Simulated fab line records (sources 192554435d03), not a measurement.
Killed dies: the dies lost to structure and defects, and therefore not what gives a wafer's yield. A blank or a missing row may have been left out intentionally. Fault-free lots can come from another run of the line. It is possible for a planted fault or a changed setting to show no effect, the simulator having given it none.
Chamber matching ; flow n5 finfet ; N5_FIN_SAQP_PECVD_48 on pecvd-02 has 3 sister chambers
The step deposits SiNx from SiH4/NH3/N2, target thk 25 nm, time 22.1 s. 6 wafers are shown with their chamber, then 11 later ones without.

WAFERS PAIRED WITH THEIR CHAMBERS
wafer;chamber;showerhead plenum p Torr (Torr);heater power w (W)
L079.5;1;5.25;577
L081.4;1;5.26;690
L088.1;2;5.09;618
L088.2;0;5.09;931
L088.4;2;5.10;600
L090.2;0;5.11;879

WAFERS WITHOUT THEIR CHAMBER
wafer;showerhead plenum p Torr (Torr);heater power w (W)
L090.3;5.26;671
L090.4;5.25;684
L091.3;5.10;929
L091.4;5.09;628
L091.6;5.24;620
L093.4;5.10;736
L093.5;5.10;913
L093.6;5.26;652
L097.1;5.11;678
L097.3;5.24;619
L097.5;5.10;809

WHICH CHAMBER EACH ONE RAN IN
wafer;from the rows above;in truth
L090.3;1;1
L090.4;1;1
L091.3;0;0
L091.4;2;2
L091.6;1;1
L093.4;can't be placed: 2 or 0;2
L093.5;0;0
L093.6;1;1
L097.1;2;2
L097.3;1;1
L097.5;0;0
Placed correctly: 10 of 11. These rows do not allow placing 1 (true chamber among the candidates in 1). Number placed wrongly: 0.
How it was worked out, from the rows above alone: a wafer's distance from a chamber is the root of the sum, over the readings, of the square of ((its reading less the chamber's mean) divided by the reading's scatter). If the next closest chamber is less than 2 further off than the closest, the wafer can't be placed; otherwise it belongs to the closest. The mean given for a chamber averages the wafers shown for that chamber. The scatter: the root of (the sum of the squares of (reading less its chamber's mean) over the shown wafers, divided by (wafers less chambers)).
